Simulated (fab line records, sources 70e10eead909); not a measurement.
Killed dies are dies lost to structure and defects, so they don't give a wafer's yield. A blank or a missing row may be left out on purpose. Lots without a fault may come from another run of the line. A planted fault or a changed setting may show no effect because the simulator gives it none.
Chamber matching | flow nand_harc | NHARC_P_M0_DESCUM_14 on rie_diel-12: 4 sister chambers
The step chemistry O2, time 3 s. 4 wafers are shown with their chamber, then 12 later ones without.

WAFERS WITH THEIR CHAMBER
wafer  | chamber | drypump_motor_current_A (A)
L087.6 | 2       | 5.53
L087.2 | 1       | 5.63
L091.2 | 0       | 5.92
L091.6 | 3       | 5.13

WAFERS WITHOUT THEIR CHAMBER
wafer  | drypump_motor_current_A (A)
L091.1 | 5.65
L091.3 | 5.51
L091.5 | 5.92
L092.2 | 5.91
L092.4 | 5.66
L092.5 | 5.91
L093.2 | 5.92
L093.3 | 5.52
L093.5 | 5.51
L095.1 | 5.52
L095.4 | 5.11
L095.6 | 5.65

WHICH CHAMBER EACH WENT THROUGH
wafer  | from the rows above | in truth
L091.1 | 1                   | 1
L091.3 | 2                   | 2
L091.5 | 0                   | 0
L092.2 | 0                   | 0
L092.4 | 1                   | 1
L092.5 | 0                   | 0
L093.2 | 0                   | 0
L093.3 | 2                   | 2
L093.5 | 2                   | 2
L095.1 | 2                   | 2
L095.4 | 3                   | 3
L095.6 | 1                   | 1
Placed correctly: 12 of 12. Can't be placed from these rows: 0. Placed wrongly: 0.
How it was worked out, from the rows above alone: a wafer's distance from a chamber is the root of the sum, over the readings, of the square of ((its reading less the chamber's mean) divided by the reading's scatter). The wafer belongs to the nearest chamber; if the next one is less than 2 further off, it can't be placed. A chamber's mean is the mean of its shown wafers. The scatter: with one shown wafer a chamber, the root of the mean of the squares of how far each hidden wafer lies from its nearest shown one.
